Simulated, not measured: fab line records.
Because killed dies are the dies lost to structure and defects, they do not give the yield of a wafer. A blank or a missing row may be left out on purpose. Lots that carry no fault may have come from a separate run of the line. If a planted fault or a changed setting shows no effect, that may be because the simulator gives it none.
fab line records	flow n5-finfet
record lots=5	wafers=15	last-day=18
route steps=1938 shown BEOL_M13@1663
lots untouched by any fault: they come from a run of this same line in which no faults occurred
start-h: hours from the record's opening day to when the first of the lot's shown wafers began	wait-h: hours since the lot's step before	" unchanged from the row above	L1.1+2: several wafers, shown together as one row	- no value present, or no start provided	* or withheld: withheld	< > ~ a bound
route shown NAME@n: NAME is a module with steps in the file, n the number in the route of the first one	usual: average and standard deviation across the fault-free wafers	same: alike in all rows	chamber/n: place in a boat	sites: per-site readings	_std_site: standard deviation of those values	_edge_site: mean of outer sites minus mean of inner sites	radius-mm: for every site, how far away it sits from the centre of the wafer	mask NAME#n: copy n	behind: the tool/chamber that last shaped the wafer	hold: why the lot was held/for how many hours/how that ended	device: which transistor (n, p or np) failed to switch	end of line: at the end of the route, the tests of the same wafers	a step given without rows: its recipe and nothing more	killed: count of dies lost to structure and defects at first sort (not the wafer's yield)	map: a wafer's dies, marking killed ones x, the rest . and places with no die _
set.NAME: the setting the step ran with; set.NAME@STEP: the setting that earlier step ran with	model.NAME: the simulator's own value behind a step, which no gauge read
lots seen at some steps along the route; tables by step, rows by wafer
services: the hour from which a tool's chamber was out of use, counted from the record's first day as start-h (under 0 if before that day), plus the number of hours and why
## steps
# step N5_BEOL_M13_EBR_06
# recipe solvent=PGMEA	ebr-width-mm=1.5
lot.wafer	tool	chamber	start-h	wait-h
L076.1+4+6	litho-track-03	0	-	-
L082.2+4+6	litho-track-01	0	-	-
L087.1+2+6	litho-track-03	0	-	-
L092.4+5+6	litho-track-03	0	-	-
L096.3+5+6	litho-track-04	0	-	-
# step N5_BEOL_M13_SOFTBAKE_05
# recipe temp-c=130	time-s=60
# usual heater-power-total-W=218.7/1.5	plate-temp-C=130.00/0.14
# same time-s=60
lot.wafer	tool	chamber	start-h	wait-h	heater-power-total-W	plate-temp-C
L076.1	litho-track-03	0	-	-	218.6	129.70
L076.4	"	0	"	"	217.3	129.68
L076.6	"	0	"	"	217.8	129.94
L082.2	litho-track-01	0	-	-	220.7	129.70
L082.4	"	0	"	"	217.5	130.06
L082.6	"	0	"	"	217.4	129.80
L087.1	litho-track-03	0	-	-	216.6	129.84
L087.2	"	0	"	"	218.8	129.98
L087.6	"	0	"	"	219.9	129.69
L092.4	litho-track-03	0	-	-	219.4	130.08
L092.5	"	0	"	"	220.5	130.07
L092.6	"	0	"	"	216.5	130.16
L096.3	litho-track-04	0	-	-	221.0	129.78
L096.5	"	0	"	"	220.6	129.77
L096.6	"	0	"	"	220.8	129.80
# step N5_BEOL_M13_EXPOSE_07
# recipe mask-id=V12	na=0.93	source-shape=conventional	sigma-outer=0.6	polarization=unpolarized	attpsm-phase-deg=180	dose-mj=24.8
lot.wafer	tool	chamber	start-h	wait-h	mask
L076.1+4+6	krf-scanner-01	0	260.65	-	V12#0
L082.2+4+6	krf-scanner-02	0	289.52	-	V12#0
L087.1+2+6	krf-scanner-02	0	317.83	-	V12#0
L092.4+5+6	krf-scanner-01	0	357.88	-	V12#0
L096.3+5+6	krf-scanner-01	0	392.04	-	V12#0
# step N5_BEOL_M13_PEB_08
# recipe peb-temp-c=130	peb-time-s=90
# usual heater-power-total-W=172.5/0.83	plate-temp-C=130.03/0.14
lot.wafer	tool	chamber	start-h	wait-h	heater-power-total-W	plate-temp-C
L076.1	litho-track-03	0	260.70	0.1	172.3	130.04
L076.4	"	0	"	"	173.4	129.92
L076.6	"	0	"	"	172.2	130.00
L082.2	litho-track-03	0	289.57	0.0	172.8	129.84
L082.4	"	0	"	"	172.7	130.07
L082.6	"	0	"	"	170.9	130.01
L087.1	litho-track-01	0	317.89	0.1	171.1	130.01
L087.2	"	0	"	"	170.8	130.04
L087.6	"	0	"	"	172.7	129.96
L092.4	litho-track-04	0	357.92	0.0	172.6	130.23
L092.5	"	0	"	"	172.8	130.22
L092.6	"	0	"	"	173.1	129.79
L096.3	litho-track-01	0	392.09	0.0	173.7	129.90
L096.5	"	0	"	"	173.5	130.10
L096.6	"	0	"	"	172.9	130.22
# step N5_BEOL_M13_DEVELOP_09
# recipe develop-time-s=45	rinse-liquid=diw	dry=air-spin	dev-temp-c=21
lot.wafer	tool	chamber	start-h	wait-h
L076.1+4+6	litho-track-03	0	-	-
L082.2+4+6	litho-track-03	0	-	-
L087.1+2+6	litho-track-01	0	-	-
L092.4+5+6	litho-track-04	0	-	-
L096.3+5+6	litho-track-01	0	-	-
# step N5_BEOL_M13_HARDBAKE_14
# recipe temp-c=130	time-s=120
# usual heater-power-total-W=148.1/0.88	plate-temp-C=130.01/0.16
# same time-s=120
lot.wafer	tool	chamber	start-h	wait-h	heater-power-total-W	plate-temp-C
L076.1	litho-track-03	0	-	-	148.7	129.97
L076.4	"	0	"	"	149.1	129.89
L076.6	"	0	"	"	147.7	130.02
L082.2	litho-track-03	0	-	-	148.8	130.06
L082.4	"	0	"	"	148.9	130.23
L082.6	"	0	"	"	146.7	130.09
L087.1	litho-track-01	0	-	-	147.6	130.07
L087.2	"	0	"	"	148.9	130.08
L087.6	"	0	"	"	147.6	130.45
L092.4	litho-track-04	0	-	-	147.0	130.04
L092.5	"	0	"	"	149.2	129.96
L092.6	"	0	"	"	148.0	130.03
L096.3	litho-track-01	0	-	-	146.7	130.12
L096.5	"	0	"	"	147.5	130.08
L096.6	"	0	"	"	148.4	129.97
# step N5_BEOL_M13_CD_MEAS_10
# recipe target-cd-nm=190	landing-energy-ev=500	detector=se-inlens	polarity=opening
# usual cd-nm=189.8/1.2
# same landing-energy-ev=500
lot.wafer	tool	chamber	start-h	wait-h	cd-nm
L076.1	cd-sem-03	0	260.82	-	189.1
L076.4	"	0	"	"	189.5
L076.6	"	0	"	"	189.9
L082.2	cd-sem-02	0	289.69	-	188.6
L082.4	"	0	"	"	188.8
L082.6	"	0	"	"	188.3
L087.1	cd-sem-03	0	318.01	-	188.7
L087.2	"	0	"	"	189.9
L087.6	"	0	"	"	189.2
L092.4	cd-sem-01	0	358.04	-	191.0
L092.5	"	0	"	"	190.4
L092.6	"	0	"	"	192.4
L096.3	cd-sem-01	0	392.21	-	190.3
L096.5	"	0	"	"	191.4
L096.6	"	0	"	"	190.9
# step N5_BEOL_M13_OVL_MEAS_11
# recipe points-per-wafer=44
# usual V12_OVL=-1/6.9
lot.wafer	tool	chamber	start-h	wait-h	V12_OVL[nm]
L076.1	overlay-02	0	260.85	0.0	-8
L076.4	"	0	"	"	-10
L076.6	"	0	"	"	-8
L082.2	overlay-02	0	289.72	0.0	6
L082.4	"	0	"	"	14
L082.6	"	0	"	"	15
L087.1	overlay-01	0	318.04	0.0	1
L087.2	"	0	"	"	14
L087.6	"	0	"	"	7
L092.4	overlay-02	0	358.07	0.0	-14
L092.5	"	0	"	"	-4
L092.6	"	0	"	"	-9
L096.3	overlay-01	0	392.23	0.0	-2
L096.5	"	0	"	"	0
L096.6	"	0	"	"	-7
# step N5_BEOL_M13_INSPECT_12
# recipe mode=adi	inspect-instrument=macro
# usual raw-defect-count=2.0/1.3
lot.wafer	tool	chamber	start-h	wait-h	raw-defect-count
L076.1	defect-inspect-01	-	260.87	0.0	1
L076.4	"	-	"	"	0
L076.6	"	-	"	"	2
L082.2	defect-inspect-01	-	289.74	0.0	0
L082.4	"	-	"	"	1
L082.6	"	-	"	"	1
L087.1	defect-inspect-02	-	318.06	0.0	2
L087.2	"	-	"	"	2
L087.6	"	-	"	"	5
L092.4	defect-inspect-01	-	358.09	0.0	1
L092.5	"	-	"	"	1
L092.6	"	-	"	"	3
L096.3	defect-inspect-02	-	392.26	0.0	2
L096.5	"	-	"	"	2
L096.6	"	-	"	"	2
# step N5_BEOL_M13_DESCUM_15
# recipe chemistry=O2	time-s=7.9	source-power-w=50	bias-power-w=20	pressure-mtorr=20	rf-frequency-hz=2.712e+07	temp-c=40	o2-flow-sccm=225
# usual drypump-motor-current-A=5.7/0.34	oes-product-au=0.81/0.1	rf-vpp-V=243.2/1.1	showerhead-plenum-p-Torr=2.10/0.053	throttle-valve-pct=20.32/0.16
# same time-s=7.9
lot.wafer	tool	chamber	start-h	wait-h	drypump-motor-current-A	oes-product-au	rf-hours-counter-h	rf-vpp-V	showerhead-plenum-p-Torr	throttle-valve-pct
L076.1	rie-diel-01	3	260.91	0.0	5.7	0.71	165	239.4	2.00	20.33
L076.4	"	1	"	"	5.5	0.71	-	243.2	2.08	20.42
L076.6	"	0	"	"	5.3	0.79	-	243.5	2.11	20.39
L082.2	rie-diel-05	3	289.77	0.0	5.6	0.68	244	242.9	2.07	20.59
L082.4	"	0	"	"	5.4	0.85	54	244.2	2.22	20.44
L082.6	"	0	"	"	5.4	0.86	-	245.7	2.22	20.43
L087.1	rie-diel-04	2	318.39	0.3	6.2	0.82	74	243.4	2.05	20.01
L087.2	"	3	"	"	5.9	0.86	39	243.3	2.12	20.20
L087.6	"	1	"	"	6.3	0.97	-	243.8	2.14	20.29
L092.4	rie-diel-05	0	358.14	0.0	5.4	0.83	-	245.1	2.22	20.46
L092.5	"	2	"	"	5.9	0.94	-	242.2	2.06	20.19
L092.6	"	1	"	"	5.2	0.70	-	243.8	2.09	20.32
L096.3	rie-diel-04	1	392.29	0.0	6.3	0.91	32	243.7	2.13	20.32
L096.5	"	3	"	"	5.9	0.84	-	243.7	2.11	20.24
L096.6	"	0	"	"	5.6	0.87	-	242.2	2.13	20.26
# step N5_BEOL_M13_ETCH_59
# recipe chemistry=N2/H2	target=BARC	target-depth-a=890	overetch-a=267	time-s=67.9	ion-energy-ev=200	pressure-mtorr=30	source-w=840	bias-w=150	n2-flow-sccm=200	h2-flow-sccm=200
# usual drypump-motor-current-A=5.7/0.34	oes-product-au=0.70/0.08	rf-vpp-V=524.1/2.1	showerhead-plenum-p-Torr=2.55/0.067	throttle-valve-pct=17.75/0.15
# same time-s=67.9
lot.wafer	tool	chamber	start-h	wait-h	drypump-motor-current-A	oes-product-au	rf-hours-counter-h	rf-vpp-V	showerhead-plenum-p-Torr	throttle-valve-pct
L076.1	rie-diel-01	3	260.94	0.0	5.6	0.61	165	522.3	2.43	17.79
L076.4	"	1	"	"	5.5	0.62	-	523.4	2.52	17.84
L076.6	"	0	"	"	5.3	0.68	-	526.0	2.55	17.74
L082.2	rie-diel-05	3	289.81	0.0	5.6	0.58	244	522.4	2.50	17.93
L082.4	"	0	"	"	5.4	0.72	54	526.5	2.69	17.77
L082.6	"	0	"	"	5.4	0.73	-	527.7	2.69	17.76
L087.1	rie-diel-04	2	318.43	0.0	6.2	0.70	74	521.7	2.47	17.47
L087.2	"	3	"	"	5.9	0.74	39	525.0	2.59	17.79
L087.6	"	1	"	"	6.3	0.81	-	525.1	2.59	17.61
L092.4	rie-diel-05	0	358.19	0.0	5.4	0.71	-	528.9	2.69	17.81
L092.5	"	2	"	"	5.8	0.80	-	521.3	2.50	17.57
L092.6	"	1	"	"	5.2	0.61	-	522.9	2.53	17.72
L096.3	rie-diel-04	1	392.33	0.0	6.3	0.76	33	524.6	2.58	17.65
L096.5	"	3	"	"	5.9	0.71	-	526.1	2.58	17.84
L096.6	"	0	"	"	5.6	0.73	-	526.2	2.60	17.74
# step N5_BEOL_M13_VIA_ETCH_16
# recipe chemistry=C4F8/O2/Ar	target=SiOC	pressure-mtorr=30	source-w=3000	bias-w=700	Ar_flow_sccm=400	C4F8_flow_sccm=15	O2_flow_sccm=8	he-inner-torr=15	he-outer-torr=30	target-depth-a=9217	time-s=withheld	ion-energy-ev=250	ends=cleared
# usual C4F8_flow_sccm=15.00/0.044	drypump-motor-current-A=5.7/0.34	oes-product-au=0.74/0.09	rf-vpp-V=665.7/2.3	showerhead-plenum-p-Torr=3.43/0.096	throttle-valve-pct=24.09/0.23
lot.wafer	tool	chamber	start-h	wait-h	C4F8_flow_sccm	drypump-motor-current-A	oes-product-au	rf-vpp-V	showerhead-plenum-p-Torr	throttle-valve-pct
L076.1	rie-diel-01	3	260.99	0.0	15.02	5.7	0.64	661.1	3.24	23.90
L076.4	"	1	"	"	15.01	5.5	0.65	664.5	3.38	24.07
L076.6	"	0	"	"	14.92	5.3	0.72	666.3	3.45	24.22
L082.2	rie-diel-05	3	289.86	0.0	15.00	5.6	0.61	662.5	3.40	24.40
L082.4	"	0	"	"	14.95	5.4	0.77	671.1	3.64	24.33
L082.6	"	0	"	"	14.90	5.4	0.78	670.5	3.64	24.31
L087.1	rie-diel-04	2	318.48	0.0	14.96	6.2	0.75	662.9	3.30	23.55
L087.2	"	3	"	"	14.98	5.9	0.78	665.3	3.49	24.15
L087.6	"	1	"	"	14.93	6.3	0.86	667.4	3.48	24.05
L092.4	rie-diel-05	0	358.32	0.1	15.09	5.4	0.75	669.3	3.63	24.34
L092.5	"	2	"	"	15.02	5.9	0.85	664.3	3.37	23.98
L092.6	"	1	"	"	15.08	5.2	0.64	664.9	3.39	23.96
L096.3	rie-diel-04	1	392.38	0.0	14.96	6.3	0.82	666.7	3.47	24.08
L096.5	"	3	"	"	14.98	5.9	0.75	665.6	3.48	24.19
L096.6	"	0	"	"	14.96	5.6	0.79	667.3	3.49	24.11
# step N5_BEOL_M13_STRIP_63
# recipe chemistry=N2/H2	power-w=1000	temp-c=250	h2-frac=0.65	overash-fraction=0.3	pressure-mtorr=1000	n2-flow-sccm=1750	h2-flow-sccm=3250
# usual drypump-motor-current-A=5.6/0.36	heater-power-w=314/11	oes-product-au=0.674/0.0049	strip-time-to-endpoint-s=27.9/1
# same overash-fraction=0.3
lot.wafer	tool	chamber	start-h	wait-h	drypump-motor-current-A	heater-power-w	oes-product-au	rf-hours-counter-h	strip-time-to-endpoint-s
L076.1	plasma-asher-02	1	261.23	-	5.1	313	0.667	127	29.3
L076.4	"	0	"	"	5.8	319	0.671	-	27.9
L076.6	"	1	"	"	5.1	313	0.672	-	27.9
L082.2	plasma-asher-02	0	290.10	-	5.8	321	0.676	133	29.8
L082.4	"	1	"	"	5.1	316	0.675	-	28.1
L082.6	"	1	"	"	5.1	319	0.675	-	27.6
L087.1	plasma-asher-01	1	318.72	-	5.4	285	0.680	83	28.9
L087.2	"	0	"	"	6.1	324	0.676	83	28.9
L087.6	"	0	"	"	6.1	322	0.671	-	26.5
L092.4	plasma-asher-02	0	358.47	-	5.9	321	0.679	-	27.0
L092.5	"	1	"	"	5.1	319	0.683	-	27.4
L092.6	"	0	"	"	5.8	323	0.672	-	28.7
L096.3	plasma-asher-02	0	392.63	-	5.8	330	0.668	-	25.8
L096.5	"	1	"	"	5.1	311	0.666	-	27.6
L096.6	"	0	"	"	5.8	315	0.676	-	26.2
# step N5_BEOL_M13_STRIP_64
# recipe chemistry=N2/H2	power-w=1000	temp-c=250	h2-frac=0.65	overash-fraction=0.3	pressure-mtorr=withheld	n2-flow-sccm=1750	h2-flow-sccm=3250
# usual drypump-motor-current-A=5.6/0.36	heater-power-w=314/13	oes-product-au=0.715/0.0043	strip-time-to-endpoint-s=31.34/0.081
# same overash-fraction=0.3
lot.wafer	tool	chamber	start-h	wait-h	drypump-motor-current-A	heater-power-w	oes-product-au	rf-hours-counter-h	strip-time-to-endpoint-s
L076.1	plasma-asher-02	1	261.29	0.0	5.1	316	0.710	128	31.33
L076.4	"	0	"	"	5.8	329	0.716	-	31.18
L076.6	"	1	"	"	5.1	318	0.718	-	31.37
L082.2	plasma-asher-02	0	290.16	0.0	5.8	318	0.714	133	31.27
L082.4	"	1	"	"	5.1	319	0.712	-	31.23
L082.6	"	1	"	"	5.1	310	0.721	-	31.23
L087.1	plasma-asher-01	1	318.78	0.0	5.4	289	0.721	83	31.46
L087.2	"	0	"	"	6.0	310	0.716	83	31.54
L087.6	"	0	"	"	6.0	308	0.713	-	31.48
L092.4	plasma-asher-02	0	358.53	0.0	5.8	328	0.708	-	31.27
L092.5	"	1	"	"	5.1	319	0.718	-	31.31
L092.6	"	0	"	"	5.8	318	0.710	-	31.26
L096.3	plasma-asher-02	0	392.69	0.0	5.8	315	0.722	-	31.25
L096.5	"	1	"	"	5.1	324	0.713	-	31.28
L096.6	"	0	"	"	5.8	325	0.719	-	31.33
# step N5_BEOL_M13_STRIP_71
# recipe chemistry=post-etch-residue-remover	time-s=60	temp-c=25	remover-ph=withheld	remover-water-wt-pct=withheld	remover-fluoride-wt-pct=withheld
# same time-s=60
lot.wafer	tool	chamber	start-h	wait-h
L076.1+4+6	wet-bench-02	5,4,3	261.38	0.1
L082.2+4+6	wet-bench-06	1,3,5	290.24	0.1
L087.1+2+6	wet-bench-06	5,3,4	318.86	0.1
L092.4+5+6	wet-bench-06	0,1,2	358.60	0.0
L096.3+5+6	wet-bench-06	5,4,0	392.76	0.0
# step N5_BEOL_M13_SRD_72
# recipe time-s=30	temp-c=23	rinse-liquid=diw	dry=n2-spin	spin-rpm=1500	dry-time-s=30
# same time-s=30
lot.wafer	tool	chamber	start-h	wait-h
L076.1+4+6	wet-bench-02	5,4,3	261.40	0.0
L082.2+4+6	wet-bench-06	1,3,5	290.26	0.0
L087.1+2+6	wet-bench-06	5,3,4	318.88	0.0
L092.4+5+6	wet-bench-06	0,1,2	358.61	0.0
L096.3+5+6	wet-bench-06	5,4,0	392.78	0.0
# step N5_BEOL_M13_CD_MEAS_17
# recipe target-cd-nm=190	polarity=opening
# usual cd-nm=190.0/1.4
lot.wafer	tool	chamber	start-h	wait-h	cd-nm
L076.1	cd-sem-03	-	261.44	0.0	189.2
L076.4	"	-	"	"	189.9
L076.6	"	-	"	"	190.0
L082.2	cd-sem-03	-	290.30	0.0	190.3
L082.4	"	-	"	"	187.9
L082.6	"	-	"	"	187.5
L087.1	cd-sem-01	-	318.92	0.0	188.5
L087.2	"	-	"	"	190.8
L087.6	"	-	"	"	188.1
L092.4	cd-sem-02	-	358.66	0.0	188.9
L092.5	"	-	"	"	191.1
L092.6	"	-	"	"	193.9
L096.3	cd-sem-03	-	392.82	0.0	190.4
L096.5	"	-	"	"	191.8
L096.6	"	-	"	"	190.6
# step N5_BEOL_M13_COAT_65
# recipe resist=SOC	temp-c=250	time-s=60	spin-rpm=1500	resist-thk-nm=350
# usual dispense-pressure-kPa=51.9/2.2	heater-power-total-W=500.3/1.7	plate-temp-C=250.07/0.18
# same time-s=60
lot.wafer	tool	chamber	start-h	wait-h	dispense-pressure-kPa	heater-power-total-W	plate-temp-C
L076.1	litho-track-03	0	261.47	0.0	50.8	500.6	250.17
L076.4	"	0	"	"	50.8	502.8	250.21
L076.6	"	0	"	"	50.8	500.4	250.10
L082.2	litho-track-01	0	290.34	0.0	54.7	500.9	249.96
L082.4	"	0	"	"	54.8	498.7	250.19
L082.6	"	0	"	"	54.8	498.5	250.25
L087.1	litho-track-03	0	318.96	0.0	50.9	501.8	250.09
L087.2	"	0	"	"	50.9	500.1	250.31
L087.6	"	0	"	"	50.9	500.3	250.16
L092.4	litho-track-01	0	358.69	0.0	54.9	498.1	250.33
L092.5	"	0	"	"	54.9	501.1	250.16
L092.6	"	0	"	"	54.9	497.4	250.29
L096.3	litho-track-04	0	392.86	0.0	49.7	501.5	250.09
L096.5	"	0	"	"	49.7	499.9	250.03
L096.6	"	0	"	"	49.8	500.3	249.88
# step N5_BEOL_M13_COAT_66
# recipe resist=SiARC	temp-c=220	time-s=60	spin-rpm=1500	resist-thk-nm=110
# usual dispense-pressure-kPa=51.8/2.2	heater-power-total-W=427.5/2.2	plate-temp-C=220.02/0.15
# same time-s=60
lot.wafer	tool	chamber	start-h	wait-h	dispense-pressure-kPa	heater-power-total-W	plate-temp-C
L076.1	litho-track-03	0	-	-	50.8	430.3	219.98
L076.4	"	0	"	"	50.8	428.5	220.07
L076.6	"	0	"	"	50.8	427.9	220.05
L082.2	litho-track-01	0	-	-	54.8	430.5	220.06
L082.4	"	0	"	"	54.8	430.6	220.06
L082.6	"	0	"	"	54.8	428.0	219.81
L087.1	litho-track-03	0	-	-	50.9	427.1	219.84
L087.2	"	0	"	"	50.8	427.6	219.97
L087.6	"	0	"	"	50.9	428.4	219.99
L092.4	litho-track-01	0	-	-	54.8	429.0	219.88
L092.5	"	0	"	"	54.9	425.1	220.02
L092.6	"	0	"	"	54.9	425.3	220.09
L096.3	litho-track-04	0	-	-	49.7	424.8	219.77
L096.5	"	0	"	"	49.7	428.7	219.82
L096.6	"	0	"	"	49.7	426.9	219.91
# step N5_BEOL_M13_COAT_22
# recipe spin-rpm=2888	resist-thk-nm=300
# usual dispense-pressure-kPa=51.8/2.2
lot.wafer	tool	chamber	start-h	wait-h	dispense-pressure-kPa
L076.1	litho-track-03	0	-	-	50.8
L076.4	"	0	"	"	50.9
L076.6	"	0	"	"	50.9
L082.2	litho-track-01	0	-	-	54.8
L082.4	"	0	"	"	54.8
L082.6	"	0	"	"	54.8
L087.1	litho-track-03	0	-	-	50.8
L087.2	"	0	"	"	50.9
L087.6	"	0	"	"	50.8
L092.4	litho-track-01	0	-	-	54.9
L092.5	"	0	"	"	54.9
L092.6	"	0	"	"	54.8
L096.3	litho-track-04	0	-	-	49.7
L096.5	"	0	"	"	49.7
L096.6	"	0	"	"	49.7
# step N5_BEOL_M13_EBR_24
# recipe solvent=PGMEA	ebr-width-mm=1.5
lot.wafer	tool	chamber	start-h	wait-h
L076.1+4+6	litho-track-03	0	-	-
L082.2+4+6	litho-track-01	0	-	-
L087.1+2+6	litho-track-03	0	-	-
L092.4+5+6	litho-track-01	0	-	-
L096.3+5+6	litho-track-04	0	-	-
# step N5_BEOL_M13_SOFTBAKE_23
# recipe temp-c=130	time-s=60
# usual heater-power-total-W=218.6/1.6	plate-temp-C=130.00/0.13
# same time-s=60
lot.wafer	tool	chamber	start-h	wait-h	heater-power-total-W	plate-temp-C
L076.1	litho-track-03	0	-	-	220.8	130.05
L076.4	"	0	"	"	216.7	129.79
L076.6	"	0	"	"	220.8	130.12
L082.2	litho-track-01	0	-	-	220.1	130.22
L082.4	"	0	"	"	221.1	130.24
L082.6	"	0	"	"	216.5	130.10
L087.1	litho-track-03	0	-	-	220.0	130.04
L087.2	"	0	"	"	218.4	129.96
L087.6	"	0	"	"	217.2	129.94
L092.4	litho-track-01	0	-	-	220.8	130.21
L092.5	"	0	"	"	216.7	130.17
L092.6	"	0	"	"	216.8	130.02
L096.3	litho-track-04	0	-	-	217.0	130.03
L096.5	"	0	"	"	217.3	129.75
L096.6	"	0	"	"	216.5	129.89
# step N5_BEOL_M13_EXPOSE_25
# recipe mask-id=M13	na=0.93	source-shape=conventional	sigma-outer=0.4	polarization=unpolarized	target-cd-nm=210	dose-mj=22
lot.wafer	tool	chamber	start-h	wait-h	mask
L076.1+4+6	krf-scanner-01	0	261.72	-	M13#0
L082.2+4+6	krf-scanner-02	0	290.59	-	M13#0
L087.1+2+6	krf-scanner-02	0	319.20	-	M13#0
L092.4+5+6	krf-scanner-01	0	358.95	-	M13#0
L096.3+5+6	krf-scanner-02	0	393.11	-	M13#0
# step N5_BEOL_M13_PEB_26
# recipe peb-temp-c=130	peb-time-s=90
# usual heater-power-total-W=172.5/0.7	plate-temp-C=130.00/0.13
lot.wafer	tool	chamber	start-h	wait-h	heater-power-total-W	plate-temp-C
L076.1	litho-track-03	0	261.77	0.1	172.4	129.90
L076.4	"	0	"	"	172.3	129.77
L076.6	"	0	"	"	172.7	129.64
L082.2	litho-track-03	0	290.64	0.0	171.8	129.97
L082.4	"	0	"	"	171.9	130.01
L082.6	"	0	"	"	172.8	130.07
L087.1	litho-track-01	0	319.26	0.1	170.9	130.12
L087.2	"	0	"	"	172.9	130.31
L087.6	"	0	"	"	172.6	130.16
L092.4	litho-track-03	0	359.00	0.0	172.3	129.94
L092.5	"	0	"	"	173.0	130.15
L092.6	"	0	"	"	171.7	130.06
L096.3	litho-track-03	0	393.16	0.0	172.0	130.00
L096.5	"	0	"	"	171.2	130.13
L096.6	"	0	"	"	173.2	130.08
# step N5_BEOL_M13_DEVELOP_27
# recipe develop-time-s=45	rinse-liquid=diw	dry=air-spin	dev-temp-c=21
lot.wafer	tool	chamber	start-h	wait-h
L076.1+4+6	litho-track-03	0	-	-
L082.2+4+6	litho-track-03	0	-	-
L087.1+2+6	litho-track-01	0	-	-
L092.4+5+6	litho-track-03	0	-	-
L096.3+5+6	litho-track-03	0	-	-
# step N5_BEOL_M13_HARDBAKE_32
# recipe temp-c=130	time-s=120
# usual heater-power-total-W=148.1/0.94	plate-temp-C=130.00/0.13
# same time-s=120
lot.wafer	tool	chamber	start-h	wait-h	heater-power-total-W	plate-temp-C
L076.1	litho-track-03	0	-	-	148.5	130.02
L076.4	"	0	"	"	149.0	130.03
L076.6	"	0	"	"	148.8	129.98
L082.2	litho-track-03	0	-	-	149.2	130.01
L082.4	"	0	"	"	148.3	130.08
L082.6	"	0	"	"	147.3	129.94
L087.1	litho-track-01	0	-	-	148.2	130.03
L087.2	"	0	"	"	149.2	130.08
L087.6	"	0	"	"	147.3	130.00
L092.4	litho-track-03	0	-	-	147.2	129.89
L092.5	"	0	"	"	149.0	129.94
L092.6	"	0	"	"	148.3	130.06
L096.3	litho-track-03	0	-	-	147.2	129.65
L096.5	"	0	"	"	147.7	130.08
L096.6	"	0	"	"	149.3	129.92
# step N5_BEOL_M13_CD_MEAS_28
# recipe target-cd-nm=209.5	landing-energy-ev=500	detector=se-inlens
# usual cd-nm=208.8/0.92
# same landing-energy-ev=500
lot.wafer	tool	chamber	start-h	wait-h	cd-nm
L076.1	cd-sem-02	0	261.89	-	209.3
L076.4	"	0	"	"	208.8
L076.6	"	0	"	"	209.4
L082.2	cd-sem-02	0	290.76	-	210.1
L082.4	"	0	"	"	209.6
L082.6	"	0	"	"	209.6
L087.1	cd-sem-01	0	319.38	-	209.0
L087.2	"	0	"	"	209.4
L087.6	"	0	"	"	207.3
L092.4	cd-sem-02	0	359.11	-	208.4
L092.5	"	0	"	"	208.4
L092.6	"	0	"	"	208.5
L096.3	cd-sem-01	0	393.27	-	209.5
L096.5	"	0	"	"	209.5
L096.6	"	0	"	"	208.8
# step N5_BEOL_M13_OVL_MEAS_29
# recipe points-per-wafer=44
# usual M13_OVL=-2/5.6
lot.wafer	tool	chamber	start-h	wait-h	M13_OVL[nm]
L076.1	overlay-02	0	261.92	0.0	-1
L076.4	"	0	"	"	1
L076.6	"	0	"	"	-5
L082.2	overlay-01	0	290.79	0.0	-3
L082.4	"	0	"	"	-3
L082.6	"	0	"	"	-5
L087.1	overlay-02	0	319.41	0.0	-3
L087.2	"	0	"	"	4
L087.6	"	0	"	"	4
L092.4	overlay-02	0	359.14	0.0	5
L092.5	"	0	"	"	2
L092.6	"	0	"	"	0
L096.3	overlay-01	0	393.30	0.0	6
L096.5	"	0	"	"	9
L096.6	"	0	"	"	8
# step N5_BEOL_M13_INSPECT_30
# recipe mode=adi	inspect-instrument=macro
# usual raw-defect-count=2.2/1.6
lot.wafer	tool	chamber	start-h	wait-h	raw-defect-count
L076.1	defect-inspect-02	-	261.94	0.0	6
L076.4	"	-	"	"	1
L076.6	"	-	"	"	4
L082.2	defect-inspect-01	-	290.81	0.0	1
L082.4	"	-	"	"	2
L082.6	"	-	"	"	2
L087.1	defect-inspect-02	-	319.43	0.0	1
L087.2	"	-	"	"	3
L087.6	"	-	"	"	3
L092.4	defect-inspect-01	-	359.17	0.0	2
L092.5	"	-	"	"	0
L092.6	"	-	"	"	0
L096.3	defect-inspect-01	-	393.33	0.0	4
L096.5	"	-	"	"	2
L096.6	"	-	"	"	3
# step N5_BEOL_M13_DESCUM_33
# recipe chemistry=O2	time-s=7.9	source-power-w=50	bias-power-w=20	pressure-mtorr=20	rf-frequency-hz=2.712e+07	temp-c=40	o2-flow-sccm=225
# usual drypump-motor-current-A=5.8/0.35	oes-product-au=0.81/0.092	rf-vpp-V=243.1/1.2	showerhead-plenum-p-Torr=2.10/0.052	throttle-valve-pct=20.30/0.17
# same time-s=7.9
lot.wafer	tool	chamber	start-h	wait-h	drypump-motor-current-A	oes-product-au	rf-hours-counter-h	rf-vpp-V	showerhead-plenum-p-Torr	throttle-valve-pct
L076.1	rie-diel-05	2	261.99	0.0	5.9	0.70	237	242.8	2.07	20.49
L076.4	"	1	"	"	5.2	0.73	169	242.5	2.10	20.28
L076.6	"	3	"	"	5.6	0.66	-	241.3	2.08	20.58
L082.2	rie-diel-05	3	290.84	0.0	5.6	0.66	244	242.2	2.07	20.61
L082.4	"	1	"	"	5.2	0.72	179	243.5	2.09	20.29
L082.6	"	1	"	"	5.2	0.71	-	242.4	2.09	20.29
L087.1	rie-diel-01	1	319.73	0.3	5.5	0.70	217	244.2	2.07	20.44
L087.2	"	3	"	"	5.6	0.69	187	239.9	1.99	20.36
L087.6	"	2	"	"	5.4	0.94	-	241.9	2.06	20.52
L092.4	rie-diel-04	2	359.39	0.2	6.2	0.80	87	241.4	2.04	20.03
L092.5	"	3	"	"	5.9	0.85	-	243.7	2.11	20.21
L092.6	"	0	"	"	5.6	0.87	-	244.7	2.13	20.23
L096.3	rie-diel-04	1	393.36	0.0	6.3	0.91	33	242.0	2.13	20.31
L096.5	"	3	"	"	5.9	0.84	-	243.9	2.11	20.24
L096.6	"	2	"	"	6.2	0.78	-	242.6	2.04	20.05
## services
tool	chamber	start-h	hours	kind
krf-scanner-02	-	236.76	1.0	pm
rie-diel-01	-	236.82	0.8	repair
plasma-asher-02	-	253.82	1.1	repair
rie-diel-04	1	253.83	13.9	repair
wet-bench-06	-	273.42	1.2	repair
rie-diel-04	1	274.71	-	clean
rie-diel-04	1	274.71	-	consumable-replace:focus-ring
rie-diel-01	1	279.30	8.4	repair
rie-diel-01	3	286.15	4.1	repair
rie-diel-04	3	287.19	4.6	repair
krf-scanner-01	-	288.60	1.0	pm
krf-scanner-02	-	295.12	1.3	pm
rie-diel-05	-	295.90	14.6	pm
krf-scanner-01	-	303.85	1.3	pm
krf-scanner-02	-	313.16	0.8	pm
krf-scanner-01	-	320.95	0.4	repair
wet-bench-06	-	331.51	0.9	repair
plasma-asher-02	-	332.03	3.5	repair
krf-scanner-01	-	341.92	4.0	pm
krf-scanner-01	-	362.51	6.0	repair
krf-scanner-02	-	368.51	11.6	pm
plasma-asher-02	-	370.87	2.1	repair
litho-track-01	-	374.98	-	consumable-replace:filter
rie-diel-04	-	382.56	2.8	pm
## key
fault none
